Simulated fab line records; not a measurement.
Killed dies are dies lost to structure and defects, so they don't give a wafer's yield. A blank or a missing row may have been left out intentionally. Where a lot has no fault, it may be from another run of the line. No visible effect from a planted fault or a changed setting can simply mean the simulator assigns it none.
fab line records | flow n5-finfet
record lots=11 | wafers=30 | last-day=18
route steps=1938 shown BEOL_M9@1443 PASSIVATION@1936
lots that met no fault: taken from a fault-free run of the same line
start-h: the number of hours between the record's first day and the start of the first shown wafer of the lot | wait-h: hours from the lot's prior step to this one | " repeats the value in the row above | L1.1+2: a row that stands for several wafers | - value missing, or start not given | * or withheld: withheld | < > ~ a bound
route shown NAME@n: names a module that has steps shown in the file, with the first one's number in the route | usual: mean and standard deviation over wafers with no fault | same: alike in all rows | chamber/n: place in a boat | sites: the reading at each site | _std_site: standard deviation of those values | _edge_site: inner sites' mean taken away from outer sites' mean | radius-mm: how far each site lies from the wafer's centre | mask NAME#n: copy n | behind: the tool/chamber that last shaped the wafer | hold: what put the lot on hold/how long, in hours/how the hold closed | device: names the non-switching transistor (n, p or np) | end of line: the same wafers' tests at the end of the route | for a step that has no rows: nothing shown but its recipe | killed: count of dies lost to structure and defects at first sort (not the wafer's yield) | map: the dies of a wafer, with x for killed, . for not killed, _ for no die there
set.NAME: the setting as run; set.NAME@STEP: as run at that earlier step | model.NAME: the simulator's own value behind a step, which no gauge read
route steps across a sampled set of lots; one table per step, one row per wafer
services: the hour from which a tool's chamber was out of use, counted from the record's first day as start-h (under 0 if before that day), plus the number of hours and why
## steps
# step N5_BEOL_M9_VIA_ETCH_34
# recipe chemistry=C4F6/O2 | target=SiCOH_lowk | target-depth-a=1824 | mask-material=SOC | taper-deg=4 | time-s=68.4 | ion-energy-ev=250 | pressure-mtorr=30 | source-w=345 | bias-w=185 | Ar_flow_sccm=300 | C4F6_flow_sccm=10 | O2_flow_sccm=10
# usual C4F6_flow_sccm=10.00/0.032 | O2_flow_sccm=10.00/0.03 | drypump-motor-current-A=5.7/0.38 | oes-product-au=0.81/0.081 | rf-vpp-V=659/12 | showerhead-plenum-p-Torr=2.84/0.093 | throttle-valve-pct=20.96/0.22
lot.wafer | tool        | chamber | start-h | wait-h | C4F6_flow_sccm | O2_flow_sccm | drypump-motor-current-A | oes-product-au | rf-hours-counter-h | rf-vpp-V | showerhead-plenum-p-Torr | throttle-valve-pct
L863.2    | rie-diel-03 | 1       | 229.74  | 0.0    | 9.98           | 10.00        | 5.8                     | 0.93           | 16                 | 641      | 2.92                     | 20.84
L863.3    | "           | 0       | "       | "      | 10.02          | 9.99         | 5.4                     | 0.72           | 201                | 665      | 2.83                     | 21.36
L863.5    | "           | 0       | "       | "      | 10.01          | 10.03        | 5.4                     | 0.71           | -                  | 667      | 2.83                     | 21.37
L864.1    | rie-diel-04 | 0       | 235.54  | 0.0    | 9.99           | 10.02        | 6.3                     | 0.76           | 132                | 673      | 2.66                     | 21.15
L864.2    | "           | 3       | "       | "      | 9.99           | 10.01        | 6.0                     | 0.92           | 24                 | 662      | 2.80                     | 20.84
L864.4    | "           | 2       | "       | "      | 9.98           | 9.97         | 5.5                     | 0.92           | 15                 | 655      | 2.91                     | 20.82
L870.1    | rie-diel-03 | 0       | 254.94  | 0.0    | 10.01          | 10.00        | 5.4                     | 0.71           | 206                | 665      | 2.83                     | 21.39
L870.2    | "           | 2       | "       | "      | 9.96           | 9.96         | 5.7                     | 0.82           | 78                 | 655      | 2.86                     | 20.85
L870.6    | "           | 2       | "       | "      | 10.02          | 9.96         | 5.7                     | 0.81           | -                  | 656      | 2.86                     | 20.86
L876.1    | rie-diel-03 | 1       | 308.99  | 0.0    | 9.98           | 10.03        | 5.8                     | 0.87           | 37                 | 642      | 2.91                     | 20.88
L876.3    | "           | 3       | "       | "      | 9.99           | 9.96         | 6.3                     | 0.77           | 140                | 649      | 2.99                     | 21.12
L876.4    | "           | 2       | "       | "      | 10.04          | 10.02        | 5.7                     | 0.80           | 93                 | 656      | 2.86                     | 20.89
L875.1    | rie-diel-03 | 0       | 309.42  | 0.0    | 9.98           | 10.02        | 5.4                     | 0.70           | 221                | 666      | 2.82                     | 21.41
L875.2    | "           | 2       | "       | "      | 10.01          | 9.99         | 5.7                     | 0.80           | 93                 | 656      | 2.86                     | 20.87
L875.3    | "           | 3       | "       | "      | 10.04          | 10.02        | 6.3                     | 0.77           | 140                | 648      | 2.99                     | 21.15
L878.1    | rie-diel-03 | 2       | 319.10  | 0.0    | 10.03          | 10.00        | 5.7                     | 0.80           | 97                 | 657      | 2.86                     | 20.90
L878.2    | "           | 3       | "       | "      | 10.04          | 9.95         | 6.3                     | 0.77           | 144                | 649      | 2.99                     | 21.15
L880.1    | rie-diel-04 | 0       | 324.52  | 0.0    | 9.94           | 9.98         | 6.3                     | 0.74           | 156                | 674      | 2.65                     | 21.19
L880.4    | "           | 1       | "       | "      | 9.93           | 9.97         | 6.2                     | 0.76           | 141                | 653      | 2.86                     | 20.92
L880.5    | "           | 3       | "       | "      | 9.99           | 9.99         | 6.0                     | 0.87           | -                  | 664      | 2.78                     | 20.88
L881.4    | rie-diel-04 | 1       | 326.59  | 0.0    | 10.01          | 10.04        | 6.2                     | 0.76           | 142                | 652      | 2.86                     | 20.92
L881.6    | "           | 2       | "       | "      | 9.99           | 10.00        | 5.5                     | 0.88           | -                  | 654      | 2.90                     | 20.84
L883.2    | rie-diel-03 | 1       | 356.80  | 0.0    | 10.04          | 9.98         | 5.8                     | 0.85           | 54                 | 641      | 2.90                     | 20.90
L883.4    | "           | 2       | "       | "      | 10.01          | 10.03        | 5.7                     | 0.78           | 109                | 656      | 2.85                     | 20.90
L883.5    | "           | 3       | "       | "      | 9.99           | 9.96         | 6.3                     | 0.76           | -                  | 650      | 2.98                     | 21.18
L885.2    | rie-diel-03 | 3       | 361.64  | 0.0    | 10.01          | 9.99         | 6.3                     | 0.76           | 156                | 648      | 2.98                     | 21.17
L885.3    | "           | 1       | "       | "      | 9.96           | 9.99         | 5.8                     | 0.86           | 55                 | 640      | 2.90                     | 20.90
L885.5    | "           | 0       | "       | "      | 9.98           | 10.02        | 5.4                     | 0.69           | -                  | 663      | 2.81                     | 21.43
L884.4    | rie-diel-02 | 1       | 365.40  | 0.0    | 10.03          | 10.06        | 5.2                     | 0.82           | 80                 | 655      | 2.77                     | 20.62
L884.6    | "           | 3       | "       | "      | 10.05          | 10.00        | 5.4                     | 0.69           | -                  | 687      | 2.82                     | 21.00
# step N5_BEOL_M9_CVD_78
# recipe material=Co | target-thk-a=20 | temp-c=withheld | precursor=CCTBA/H2 | pressure-torr=30 | time-s=138.9
# usual chamber-pressure-Torr=29.99/0.065 | run-length-s=162.1/0.64
lot.wafer | tool      | chamber | start-h | wait-h | chamber-pressure-Torr | run-length-s
L863.2    | cvd-co-02 | 0       | 231.72  | 0.3    | 30.04                 | 161.6
L863.3    | "         | 2       | "       | "      | 30.05                 | 161.8
L863.5    | "         | 2       | "       | "      | 30.05                 | 162.7
L864.1    | cvd-co-02 | 2       | 237.23  | 0.0    | 29.93                 | 162.1
L864.2    | "         | 0       | "       | "      | 30.07                 | 161.7
L864.4    | "         | 1       | "       | "      | 29.92                 | 162.2
L870.1    | cvd-co-02 | 1       | 256.93  | 0.1    | 29.99                 | 161.9
L870.2    | "         | 0       | "       | "      | 30.02                 | 162.3
L870.6    | "         | 0       | "       | "      | 30.02                 | 128.4
L876.1    | cvd-co-01 | 1       | 310.53  | 0.1    | 30.00                 | 163.0
L876.3    | "         | 0       | "       | "      | 29.99                 | 161.3
L876.4    | "         | 0       | "       | "      | 29.91                 | 160.6
L875.1    | cvd-co-01 | 0       | 311.17  | 0.1    | 29.96                 | 161.5
L875.2    | "         | 2       | "       | "      | 30.04                 | 162.9
L875.3    | "         | 1       | "       | "      | 29.93                 | 163.0
L878.1    | cvd-co-02 | 1       | 320.66  | 0.3    | 29.89                 | 162.0
L878.2    | "         | 0       | "       | "      | 30.02                 | 161.7
L880.1    | cvd-co-01 | 2       | 326.09  | 0.3    | 29.90                 | 162.8
L880.4    | "         | 0       | "       | "      | 29.94                 | 161.1
L880.5    | "         | 1       | "       | "      | 30.09                 | 163.0
L881.4    | cvd-co-02 | 2       | 328.12  | 0.1    | 29.99                 | 162.2
L881.6    | "         | 0       | "       | "      | 29.86                 | 161.9
L883.2    | cvd-co-02 | 2       | 358.49  | 0.0    | 29.97                 | 162.1
L883.4    | "         | 0       | "       | "      | 30.03                 | 162.7
L883.5    | "         | 1       | "       | "      | 29.99                 | 161.9
L885.2    | cvd-co-02 | 1       | 362.94  | 0.0    | 30.04                 | 161.8
L885.3    | "         | 2       | "       | "      | 30.04                 | 162.2
L885.5    | "         | 1       | "       | "      | 29.95                 | 162.3
L884.4    | cvd-co-02 | 2       | 367.24  | 0.1    | 29.99                 | 162.2
L884.6    | "         | 1       | "       | "      | 30.07                 | 162.7
# step N5_BEOL_M9_SPUTTER_48
# recipe material=Cu | target-thk-a=120 | temp-c=-20 | bias-v=60 | power-w=26000 | chamber-pressure-pa=0.13 | time-s=2
# usual cathode-dc-power-W=25999/4.4 | chuck-gas-flow-sccm=1.26/0.057 | throttle-valve-pct=30.7/0.91
lot.wafer | tool           | chamber | start-h | wait-h | cathode-dc-power-W | chuck-gas-flow-sccm | throttle-valve-pct
L863.2    | pvd-sputter-02 | -       | 232.04  | 0.3    | 25993              | 1.29                | 29.7
L863.3    | "              | -       | "       | "      | 26000              | 1.35                | 31.3
L863.5    | "              | -       | "       | "      | 26001              | 1.25                | 32.4
L864.1    | pvd-sputter-01 | -       | 237.41  | 0.1    | 26006              | 1.21                | 30.5
L864.2    | "              | -       | "       | "      | 25998              | 1.18                | 29.6
L864.4    | "              | -       | "       | "      | 26012              | 1.21                | 30.4
L870.1    | pvd-sputter-01 | -       | 257.04  | 0.1    | 26001              | 1.33                | 30.1
L870.2    | "              | -       | "       | "      | 26004              | 1.23                | 29.7
L870.6    | "              | -       | "       | "      | 26007              | 1.30                | 30.3
L876.1    | pvd-sputter-02 | -       | 310.74  | 0.2    | 25999              | 1.30                | 29.6
L876.3    | "              | -       | "       | "      | 25993              | 1.31                | 30.5
L876.4    | "              | -       | "       | "      | 26001              | 1.27                | 31.6
L875.1    | pvd-sputter-02 | -       | 311.32  | 0.1    | 26004              | 1.32                | 32.9
L875.2    | "              | -       | "       | "      | 26002              | 1.30                | 29.6
L875.3    | "              | -       | "       | "      | 26001              | 1.29                | 31.4
L878.1    | pvd-sputter-03 | -       | 322.39  | 1.7    | 26005              | 1.25                | 30.3
L878.2    | "              | -       | "       | "      | 25994              | 1.14                | 31.4
L880.1    | pvd-sputter-03 | -       | 326.23  | 0.1    | 25998              | 1.28                | 31.7
L880.4    | "              | -       | "       | "      | 25992              | 1.19                | 31.7
L880.5    | "              | -       | "       | "      | 26000              | 1.24                | 32.1
L881.4    | pvd-sputter-02 | -       | 328.18  | 0.0    | 26000              | 1.35                | 29.6
L881.6    | "              | -       | "       | "      | 25997              | 1.24                | 30.6
L883.2    | pvd-sputter-03 | -       | 358.66  | 0.1    | 25997              | 1.30                | 30.4
L883.4    | "              | -       | "       | "      | 26003              | 1.20                | 31.7
L883.5    | "              | -       | "       | "      | 25993              | 1.32                | 31.6
L885.2    | pvd-sputter-01 | -       | 363.09  | 0.1    | 26006              | 1.19                | 30.5
L885.3    | "              | -       | "       | "      | 26004              | 1.30                | 30.1
L885.5    | "              | -       | "       | "      | 25995              | 1.24                | 29.5
L884.4    | pvd-sputter-02 | -       | 367.38  | 0.1    | 25997              | 1.20                | 30.8
L884.6    | "              | -       | "       | "      | 25996              | 1.17                | 31.4
# step N5_BEOL_M9_INSPECT_58
# recipe inspect-instrument=darkfield | mode=post-dep
# usual raw-defect-count=69/24
lot.wafer | tool              | chamber | start-h | wait-h | raw-defect-count
L863.2    | defect-inspect-01 | -       | 233.02  | 0.0    | 91
L863.3    | "                 | -       | "       | "      | 68
L863.5    | "                 | -       | "       | "      | 65
L864.1    | defect-inspect-02 | -       | 238.69  | 0.0    | 46
L864.2    | "                 | -       | "       | "      | 85
L864.4    | "                 | -       | "       | "      | 75
L870.1    | defect-inspect-01 | -       | 258.03  | 0.0    | 58
L870.2    | "                 | -       | "       | "      | 71
L870.6    | "                 | -       | "       | "      | 37
L876.1    | defect-inspect-02 | -       | 311.72  | 0.0    | 99
L876.3    | "                 | -       | "       | "      | 108
L876.4    | "                 | -       | "       | "      | 141
L875.1    | defect-inspect-02 | -       | 312.30  | 0.0    | 77
L875.2    | "                 | -       | "       | "      | 70
L875.3    | "                 | -       | "       | "      | 54
L878.1    | defect-inspect-02 | -       | 323.37  | 0.0    | 88
L878.2    | "                 | -       | "       | "      | 98
L880.1    | defect-inspect-02 | -       | 327.21  | 0.0    | 74
L880.4    | "                 | -       | "       | "      | 104
L880.5    | "                 | -       | "       | "      | 103
L881.4    | defect-inspect-02 | -       | 329.70  | 0.0    | 90
L881.6    | "                 | -       | "       | "      | 91
L883.2    | defect-inspect-01 | -       | 360.25  | 0.0    | 58
L883.4    | "                 | -       | "       | "      | 68
L883.5    | "                 | -       | "       | "      | 72
L885.2    | defect-inspect-01 | -       | 364.18  | 0.0    | 66
L885.3    | "                 | -       | "       | "      | 38
L885.5    | "                 | -       | "       | "      | 51
L884.4    | defect-inspect-02 | -       | 368.37  | 0.0    | 41
L884.6    | "                 | -       | "       | "      | 35
# step N5_PASSIVATION_PROBE_49
# usual defect-limited-yield=91.3/1.5 | killed_at_M0_to_M3=31/11 | killed_at_M4_up=14/5.1 | killed-at-contacts=12/5.6 | killed-at-front-end=42/12 | killed-at-other=3.8/2.9 | killed-dies=103/18 | killed-open=67/14 | killed-short=33/8 | sort_bin_4_leakage=0.00/0.0073 | sort_bin_5_function=5.1/1 | sort_bin_6_memory=3.2/0.75 | sort-n-pass=1077/18 | sort-yield-pct=91.3/1.5
# same gross-dies=1180 | killed-at-back-side=0 | sort_bin_8_speed[%]=0
lot.wafer | tool      | chamber | start-h | wait-h | defect-limited-yield[%] | killed_at_M0_to_M3 | killed_at_M4_up | killed-at-contacts | killed-at-front-end | killed-at-other | killed-dies | killed-open | killed-short | sort_bin_4_leakage[%] | sort_bin_5_function[%] | sort_bin_6_memory[%] | sort-n-pass | sort-yield-pct[%]
L864.1    | prober-01 | -       | 306.22  | 0.0    | 92.6                    | 26                 | 12              | 7                  | 34                  | 8               | 87          | 53          | 33           | 0                     | 4.7                    | 2.5                  | 1093        | 92.6
L864.2    | prober-01 | -       | 306.27  | 0.1    | 90.7                    | 34                 | 10              | 5                  | 55                  | 6               | 110         | 73          | 33           | 0                     | 5.8                    | 3.3                  | 1070        | 90.7
L864.4    | prober-01 | -       | 306.37  | 0.2    | 88.0                    | 28                 | 8               | 20                 | 81                  | 5               | 142         | 82          | 48           | 0                     | 6.5                    | 4.3                  | 1038        | 88.0
L870.2    | prober-01 | -       | 326.31  | 0.1    | 89.1                    | 40                 | 22              | 11                 | 55                  | 1               | 129         | 82          | 41           | 0                     | 5.3                    | 4.8                  | 1051        | 89.1
L875.2    | prober-02 | -       | 374.08  | 0.1    | 89.1                    | 23                 | 10              | 17                 | 74                  | 5               | 129         | 82          | 45           | 0                     | 6.8                    | 3.6                  | 1051        | 89.1
L878.1    | prober-02 | -       | 384.22  | 0.0    | 87.7                    | 48                 | 5               | 13                 | 77                  | 2               | 145         | 97          | 38           | 0                     | 7.5                    | 4.0                  | 1035        | 87.7
L878.2    | prober-02 | -       | 384.27  | 0.1    | 90.8                    | 40                 | 10              | 9                  | 46                  | 3               | 108         | 68          | 39           | 0                     | 5.3                    | 3.6                  | 1072        | 90.8
L880.1    | prober-01 | -       | 384.76  | 0.0    | 92.7                    | 32                 | 8               | 16                 | 28                  | 2               | 86          | 56          | 28           | 0                     | 4.5                    | 2.5                  | 1094        | 92.7
L880.4    | prober-01 | -       | 384.91  | 0.2    | 91.7                    | 40                 | 10              | 5                  | 37                  | 6               | 98          | 58          | 34           | 0                     | 4.5                    | 3.0                  | 1082        | 91.7
L880.5    | prober-01 | -       | 384.96  | 0.2    | 93.8                    | 26                 | 14              | 11                 | 20                  | 2               | 73          | 46          | 27           | 0                     | 3.2                    | 3.0                  | 1107        | 93.8
L881.4    | prober-02 | -       | 386.04  | 0.2    | 93.1                    | 16                 | 14              | 5                  | 38                  | 8               | 81          | 55          | 26           | 0                     | 3.9                    | 2.8                  | 1099        | 93.1
L881.6    | prober-02 | -       | 386.14  | 0.3    | 93.9                    | 12                 | 21              | 9                  | 26                  | 4               | 72          | 47          | 19           | 0                     | 3.6                    | 1.8                  | 1108        | 93.9
# killed by level:class
L864.1 STI_FIN_REVEAL:geometric-particle:open=13 BEOL_M3:geometric-particle:short=9 FIN_SAQP:geometric-particle:open=8 BEOL_M5:geometric-particle:open=6 MOL_CONTACT_COAG:geometric-particle:open=5 BEOL_M0_SAQP:geometric-particle:open=5 BEOL_M0_SAQP:geometric-particle:short=4 BEOL_M2:geometric-particle:open=4
L864.2 FIN_SAQP:geometric-particle:open=21 STI_FIN_REVEAL:geometric-particle:open=10 FIN_SAQP:geometric-particle:short=9 BEOL_M0_SAQP:geometric-particle:short=8 BEOL_M2:geometric-particle:open=7 BEOL_M4:geometric-particle:open=7 BEOL_M3:geometric-particle:open=6 STARTING-WAFER:geometric-particle:short=5
L864.4 STI_FIN_REVEAL:geometric-particle:open=21 MOL_CONTACT_COAG:geometric-particle:open=16 FIN_SAQP:geometric-particle:short=13 BEOL_M2:geometric-particle:open=9 HKMG_FIN:area-etch=8 FIN_SAQP:geometric-particle:open=6 STI_FIN_REVEAL:geometric-particle:short=6 BEOL_M0_SAQP:geometric-particle:short=6
L870.2 BEOL_M0_SAQP:geometric-particle:short=14 STI_FIN_REVEAL:geometric-particle:open=13 BEOL_M0_SAQP:geometric-particle:open=11 MOL_CONTACT_COAG:geometric-particle:open=8 BEOL_M4:geometric-particle:open=7 BEOL_M5:geometric-particle:open=7 BEOL_M3:geometric-particle:open=6 DUMMY_GATE:geometric-particle:open=6
L875.2 FIN_SAQP:geometric-particle:open=29 FIN_SAQP:geometric-particle:short=13 STI_FIN_REVEAL:geometric-particle:open=10 MOL_CONTACT_COAG:geometric-particle:open=9 MOL_CONTACT_COAG:geometric-particle:short=8 DUMMY_GATE:geometric-particle:open=6 BEOL_M1:geometric-particle:open=6 STARTING-WAFER:geometric-particle:short=6
L878.1 STI_FIN_REVEAL:geometric-particle:open=29 BEOL_M3:geometric-particle:open=13 MOL_CONTACT_COAG:geometric-particle:open=11 BEOL_M2:geometric-particle:open=11 FIN_SAQP:geometric-particle:short=10 BEOL_M1:geometric-particle:open=9 HKMG_FIN:area-etch=9 FIN_SAQP:geometric-particle:open=6
L878.2 FIN_SAQP:geometric-particle:open=15 FIN_SAQP:geometric-particle:short=13 BEOL_M0_SAQP:geometric-particle:open=11 BEOL_M3:geometric-particle:open=8 MOL_CONTACT_COAG:geometric-particle:open=8 BEOL_M0_SAQP:geometric-particle:short=7 BEOL_M1:geometric-particle:open=7 GATE_CUT:geometric-particle:short=4
L880.1 MOL_CONTACT_COAG:geometric-particle:open=12 STI_FIN_REVEAL:geometric-particle:open=9 BEOL_M0_SAQP:geometric-particle:open=9 BEOL_M0_SAQP:geometric-particle:short=6 BEOL_M1:geometric-particle:short=5 GATE_CUT:geometric-particle:short=4 MOL_CONTACT_COAG:geometric-particle:short=4 BEOL_M2:geometric-particle:open=4
L880.4 BEOL_M1:geometric-particle:open=9 STI_FIN_REVEAL:geometric-particle:open=8 BEOL_M1:geometric-particle:short=8 BEOL_M0_SAQP:geometric-particle:short=7 BEOL_M0_SAQP:geometric-particle:open=7 BEOL_M4:geometric-particle:open=6 HKMG_FIN:area-etch=6 GATE_CUT:geometric-particle:short=5
L880.5 MOL_CONTACT_COAG:geometric-particle:open=8 BEOL_M1:geometric-particle:open=7 STARTING-WAFER:geometric-particle:open=5 BEOL_M3:geometric-particle:open=4 STARTING-WAFER:geometric-particle:short=4 DUMMY_GATE:geometric-particle:short=3 MOL_CONTACT_COAG:geometric-particle:short=3 BEOL_M0_SAQP:geometric-particle:open=3
L881.4 STI_FIN_REVEAL:geometric-particle:open=13 FIN_SAQP:geometric-particle:short=9 BEOL_M0_SAQP:geometric-particle:open=7 MOL_CONTACT_COAG:geometric-particle:open=5 FIN_SAQP:geometric-particle:open=4 DUMMY_GATE:geometric-particle:open=4 BEOL_M0:geometric-particle:open=4 BEOL_M4:geometric-particle:open=4
L881.6 BEOL_M4:geometric-particle:open=14 MOL_CONTACT_COAG:geometric-particle:open=7 HKMG_FIN:area-etch=6 STI_FIN_REVEAL:geometric-particle:open=3 STARTING-WAFER:geometric-particle:open=3 BEOL_M0_SAQP:geometric-particle:open=3 BEOL_M0:geometric-particle:open=3 BEOL_M3:geometric-particle:short=3
## services
tool        | chamber | start-h | hours | kind
cvd-co-02   | -       | 224.41  | 0.3   | repair
rie-diel-03 | 0       | 239.43  | 7.2   | repair
rie-diel-02 | 0       | 259.82  | 6.2   | repair
rie-diel-02 | 2       | 266.34  | -     | clean
rie-diel-02 | 2       | 266.34  | -     | consumable-replace:focus-ring
rie-diel-02 | 2       | 266.34  | 18.4  | scheduled-down
rie-diel-02 | 2       | 266.34  | 18.4  | vent-cycle
rie-diel-04 | 2       | 277.56  | 5.6   | repair
cvd-co-01   | 2       | 285.19  | 1.8   | repair
cvd-co-01   | 0       | 301.66  | 3.4   | repair
cvd-co-01   | -       | 320.41  | 3.2   | repair
rie-diel-03 | 3       | 325.77  | 3.3   | repair
cvd-co-02   | 1       | 333.46  | -     | clean
cvd-co-02   | 1       | 333.46  | 22.0  | scheduled-down
cvd-co-02   | 1       | 333.46  | 22.0  | vent-cycle
## key
first-sign step=N5_BEOL_M9_CVD_78 | reading=run-length-s | direction=down | sigmas=53 | usual=* | struck=*
effect none on later readings
met-at N5_BEOL_M9_CVD_78
struck-lots L870
struck-wafers L870.6
not-acting-at N5_BEOL_M9_VIA_ETCH_34,N5_BEOL_M9_SPUTTER_48,N5_BEOL_M9_INSPECT_58
onset-between 237.23 256.93
fault kind=process-parameter-drift | tool=cvd-co-02 | chamber=- | onset-h=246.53 | steps=N5_BEOL_M9_CVD_78 | channel=time-s | offset=* | shape=step | end-h=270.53 | scope=struck-wafers-only | acts-in=* | stated=*
